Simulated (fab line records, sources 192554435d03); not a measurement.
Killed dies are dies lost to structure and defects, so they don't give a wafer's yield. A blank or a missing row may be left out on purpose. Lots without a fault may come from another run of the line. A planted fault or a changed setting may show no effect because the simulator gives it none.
Chamber matching | flow n5_finfet | N5_BEOL_M6_ETCH_65 on rie_diel-06: 4 sister chambers
The step etches SiARC in CF4, target depth 15.6 nm, time 26 s. 20 wafers are shown with their chamber, then 10 later ones without.

WAFERS WITH THEIR CHAMBER
wafer  | chamber | showerhead_plenum_p_Torr (Torr) | drypump_motor_current_A (A) | throttle_valve_pct (%)
L078.1 | 2       | 2.17                            | 5.1                         | 15.14
L078.2 | 1       | 2.07                            | 6.1                         | 15.60
L078.5 | 1       | 2.07                            | 6.1                         | 15.59
L083.4 | 1       | 2.06                            | 6.1                         | 15.61
L083.5 | 3       | 2.24                            | 5.8                         | 15.44
L083.6 | 0       | 2.24                            | 6.1                         | 15.13
L084.2 | 0       | 2.24                            | 6.1                         | 15.12
L084.4 | 1       | 2.06                            | 6.1                         | 15.61
L084.5 | 1       | 2.06                            | 6.1                         | 15.62
L091.1 | 0       | 2.23                            | 6.1                         | 15.15
L091.2 | 1       | 2.06                            | 6.1                         | 15.64
L091.4 | 2       | 2.16                            | 5.1                         | 15.18
L089.3 | 1       | 2.06                            | 6.1                         | 15.66
L089.4 | 3       | 2.24                            | 5.7                         | 15.46
L089.5 | 3       | 2.24                            | 5.8                         | 15.45
L093.1 | 0       | 2.23                            | 6.2                         | 15.16
L093.2 | 1       | 2.06                            | 6.1                         | 15.64
L093.3 | 2       | 2.16                            | 5.1                         | 15.19
L093.4 | 3       | 2.24                            | 5.8                         | 15.46
L093.5 | 2       | 2.16                            | 5.1                         | 15.18

SIGNATURES (means of the wafers above)
reading                  | chamber 0 | chamber 1 | chamber 2 | chamber 3 | scatter within a chamber
showerhead_plenum_p_Torr | 2.2350    | 2.0625    | 2.1625    | 2.2400    | 0.00451
drypump_motor_current_A  | 6.125     | 6.100     | 5.100     | 5.775     | 0.0306
throttle_valve_pct       | 15.1400   | 15.6212   | 15.1725   | 15.4525   | 0.0204
Rule: a wafer's distance from a chamber is the root of the sum, over the readings, of the square of ((its reading less the chamber's mean) divided by the reading's scatter). The wafer belongs to the nearest chamber; if the next one is less than 2 further off, it can't be placed. The scatter: the root of (the sum of the squares of (reading less its chamber's mean) over the shown wafers, divided by (wafers less chambers)).

WAFERS WITHOUT THEIR CHAMBER
wafer  | showerhead_plenum_p_Torr (Torr) | drypump_motor_current_A (A) | throttle_valve_pct (%)
L093.6 | 2.24                            | 5.8                         | 15.47
L092.2 | 2.23                            | 6.1                         | 15.16
L092.3 | 2.24                            | 5.8                         | 15.45
L092.4 | 2.16                            | 5.1                         | 15.20
L096.2 | 2.05                            | 6.1                         | 15.65
L096.3 | 2.24                            | 5.8                         | 15.49
L096.6 | 2.23                            | 6.1                         | 15.18
L097.1 | 2.23                            | 6.1                         | 15.20
L097.3 | 2.05                            | 6.1                         | 15.66
L097.4 | 2.15                            | 5.1                         | 15.21

WHICH CHAMBER EACH WENT THROUGH
wafer  | from the rows above | in truth
L093.6 | 3                   | 3
L092.2 | 0                   | 0
L092.3 | 3                   | 3
L092.4 | 2                   | 2
L096.2 | 1                   | 1
L096.3 | 3                   | 3
L096.6 | 0                   | 0
L097.1 | 0                   | 0
L097.3 | 1                   | 1
L097.4 | 2                   | 2
Placed correctly: 10 of 10. Can't be placed from these rows: 0. Placed wrongly: 0.
